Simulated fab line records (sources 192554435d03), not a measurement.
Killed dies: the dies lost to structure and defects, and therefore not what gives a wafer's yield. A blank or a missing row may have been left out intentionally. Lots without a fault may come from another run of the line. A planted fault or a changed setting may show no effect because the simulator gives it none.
Problem report, 8D (eight disciplines) form, completed by code / flow n5-finfet / the parts of the form that need people (team, actions taken, sign-off) are left out

1. WHAT WENT WRONG
VIA_MOL_THK at N5_MOL_CONTACT_COAG_THK_MEAS_53 reads a mean of 40.2 nm on 3 wafers of 2 lots; wafers without a fault read 44.0 nm with a standard deviation of 0.7. That puts it -5.4 standard deviations away from the usual mean.
The first sign was on wafer L448.1 at day 9 18:23, on film-metro-01. The record holds 29 wafers of 10 lots with a number at this step. Rule for "out" (also "out of limits"): further than 4 standard deviations from the usual mean. The rest of the wafers with a number are treated as sound.

2. WHAT IT IS; WHAT IT IS NOT
question=which readings at this step | is=VIA_MOL_THK | is not=-
question=which lots | is=L448, L451 | is not=L432, L434, L435, L437, L439, L440, L446, L449
question=which wafers of those lots | is=L448.1, L451.1, L451.6 | is not=L448.2, L448.3, L451.5
question=read on which gauges | is=film-metro-01 | is not=film-metro-02
question=when | is=from day 9 18:23 | is not=up to then (25 sound wafers); but 1 sound wafer of L451 came after

3. SUSPECTS, AND WHAT RULES EACH OUT
Counting: if a tool at a process step up to the reading ran every lot that is out, it stays a suspect. Sound lots after the first of them don't rule it out here, since some wafers of a struck lot are sound.
- the gauge at N5_MOL_CONTACT_COAG_THK_MEAS_53 is ruled out. All the wafers that are out were read on film-metro-01, but those of them that N5_MOL_CONTACT_COAG_PECVD_31 has rows for are out there too, on other tools.
- pecvd-04 at N5_MOL_CONTACT_COAG_PECVD_31 (deposits SiO2 from TEOS/O2, target thk 46 nm, time 8.9 s): kept. It ran every lot that is out, first L448 (day 9 14:22); its last sound lot up to then is L439 (day 7 05:05). Its own susceptor-temp-C readings are out on those wafers.
- pecvd-04, N5_MOL_CONTACT_COAG_PECVD_31: wafers that are out in chamber 0, sound lot-mates in chambers 1, 2.
The count leaves pecvd-04 at N5_MOL_CONTACT_COAG_PECVD_31.

4. THE CAUSE (what the simulator had put in)
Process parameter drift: pecvd-04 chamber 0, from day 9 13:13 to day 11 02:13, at N5_MOL_CONTACT_COAG_PECVD_31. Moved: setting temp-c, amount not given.
This tool alone remained once counting was done.

5. SEQUENCE OF EFFECTS, ordered by route
Each row: a reading where the mean over the struck wafers with a number is more than 3 standard deviations away from the usual. Scope: only readings with a usual standard deviation given in the record; hours: median across lots of the time from each lot's start at the first step in this table that gives one to its start at this step; sigmas: change in usual standard deviations.
hours=0; step=N5_MOL_CONTACT_COAG_PECVD_31; reading=susceptor-temp-C; usual=399.99 C; on struck wafers=414.79; change=+14.80; sigmas=+67
hours=4; step=N5_MOL_CONTACT_COAG_THK_MEAS_53; reading=VIA_MOL_THK; usual=44.0 nm; on struck wafers=40.2; change=-3.8; sigmas=-5.4
The process steps in it:
- N5_MOL_CONTACT_COAG_PECVD_31: deposits SiO2 from TEOS/O2, target thk 46 nm, time 8.9 s.
Later measuring or inspecting steps at which every struck wafer that the step has a row for has a number for every such reading, and none has moved that far: N5_BEOL_M4_RC_MEAS_101.

6. HOW IT WOULD HAVE BEEN CAUGHT EARLIER
In this record the first reading out of limits at a measuring or inspecting step was taken at day 9 18:23, 5 hours after the fault began at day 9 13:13.
At N5_MOL_CONTACT_COAG_PECVD_31, the tool's own readings (susceptor-temp-C) were out on each struck wafer the step has a row for, so an alarm limit on them would have fired on the first such wafer.
Lots out: 2; of these, L451 started N5_MOL_CONTACT_COAG_PECVD_31 on pecvd-04 after day 9 18:23. Putting the tool on hold at that point would have spared it.
